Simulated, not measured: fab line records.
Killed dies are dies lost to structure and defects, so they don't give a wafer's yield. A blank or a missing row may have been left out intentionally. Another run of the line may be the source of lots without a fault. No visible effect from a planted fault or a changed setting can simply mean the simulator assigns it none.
A struck lot beside a sound one    flow nand harc    16 out of 1302 route steps
Sound: the wafers L322.1, L322.2, L322.3. Struck: wafers L338.5, L338.6 (left out: L338.3, a lot-mate that was not struck); the cause follows at the end.
Per side, at each step with rows, come the tool, then ch with its chambers, and then its first start. Under that, the readings that differ: sound wafers    struck wafers    difference of the means    sigmas: that difference in standard deviations of wafers without a fault.
alike: words and numbers the same on both sides, and readings whose means are apart by under 2 such deviations; not compared: readings that were withheld, readings missing a value for some wafer, numbers with overlapping values and no deviation given by the record, and bounds like >300 which may hide the same value.
Wherever a step has rows on one side only, a row that says differs or no value, or a row with sigmas, the two part there. Numbers that have no deviation but don't overlap get no sigmas and don't part them. A reading that every wafer of one side lacks parts them only if that side has two wafers or more.

NHARC_A_DECK1_JOINT_INSPECT_05:
  sound on defect inspect-02 at day 13 07:13; struck on defect inspect-01 at day 20 13:58
  alike: raw defect count
then, no rows for these wafers at 1 step: NHARC_A_ONON_D2_DEP_00 (target thk 1000 nm).
NHARC_A_ONON_D2_THK_MEAS_02: measures by ellipsometry.
  sound on film metro-01 at day 13 07:48; struck on film metro-02 at day 20 14:32
reading      sound           struck   difference  sigmas
thk nm (nm)  1009 1009 1010  990 991  -19         -2
then, no rows for these wafers at 1 step: NHARC_A_ONON_D2_DEP_03 (target thk 1000 nm).
NHARC_A_ONON_D2_THK_MEAS_05: measures by ellipsometry.
  sound on film metro-02 at day 13 08:22; struck on film metro-02 at day 20 15:06
  alike: thk nm
then, no rows for these wafers at 1 step: NHARC_A_ONON_D2_DEP_06 (target thk 1000 nm).
NHARC_A_ONON_D2_THK_MEAS_08: measures by ellipsometry.
  sound on film metro-01 at day 13 08:56; struck on film metro-02 at day 20 15:40
reading      sound        struck     difference  sigmas
thk nm (nm)  983 983 983  1003 1004  +20         +2
then, no rows for these wafers at 1 step: NHARC_A_ONON_D2_DEP_09 (target thk 1000 nm).
NHARC_A_ONON_D2_THK_MEAS_11: measures by ellipsometry.
  sound on film metro-02 at day 13 09:30; struck on film metro-02 at day 20 16:14
  alike: thk nm
then, no rows for these wafers at 1 step: NHARC_A_ONON_D2_DEP_12 (target thk 1000 nm).
NHARC_A_ONON_D2_THK_MEAS_14: measures by ellipsometry.
  sound on film metro-01 at day 13 10:04; struck on film metro-02 at day 20 16:47
reading      sound           struck   difference  sigmas
thk nm (nm)  1003 1003 1002  972 970  -32         -3
then, 1 step without rows for these wafers: NHARC_A_ONON_D2_ANNEAL_15 (time 3600 s).
NHARC_A_ONON_D2_DEP_16: target thk 1000 nm.
  sound on pecvd onon-02 ch 0, day 13 16:58; struck on pecvd onon-03 ch 0, day 20 23:45
  alike: nh3 flow sccm
NHARC_A_ONON_D2_THK_MEAS_18: measures by ellipsometry.
  sound on film metro-02 at day 13 17:29; struck on film metro-01 at day 21 00:09
reading      sound           struck     difference  sigmas
thk nm (nm)  1020 1018 1018  1577 1578  +559        +56
then, no rows for these wafers at 1 step: NHARC_A_ONON_D2_DEP_19 (target thk 1000 nm).
-- jump in the record: it breaks off in module A_ONON_D2 and resumes in module END (first step shown: number 1302 of the route), and 12 days separate the struck wafers' starts before and after --
NHARC_END_SORT_01:
  at this point the record logs the struck wafers (prober-01 ch 0, day 32 15:52) and has no rows for the sound ones

== WHERE THEY PART ==
At NHARC_A_ONON_D2_THK_MEAS_02 first; at NHARC_END_SORT_01 last (within this record only).

WHY: whatever the simulator had introduced
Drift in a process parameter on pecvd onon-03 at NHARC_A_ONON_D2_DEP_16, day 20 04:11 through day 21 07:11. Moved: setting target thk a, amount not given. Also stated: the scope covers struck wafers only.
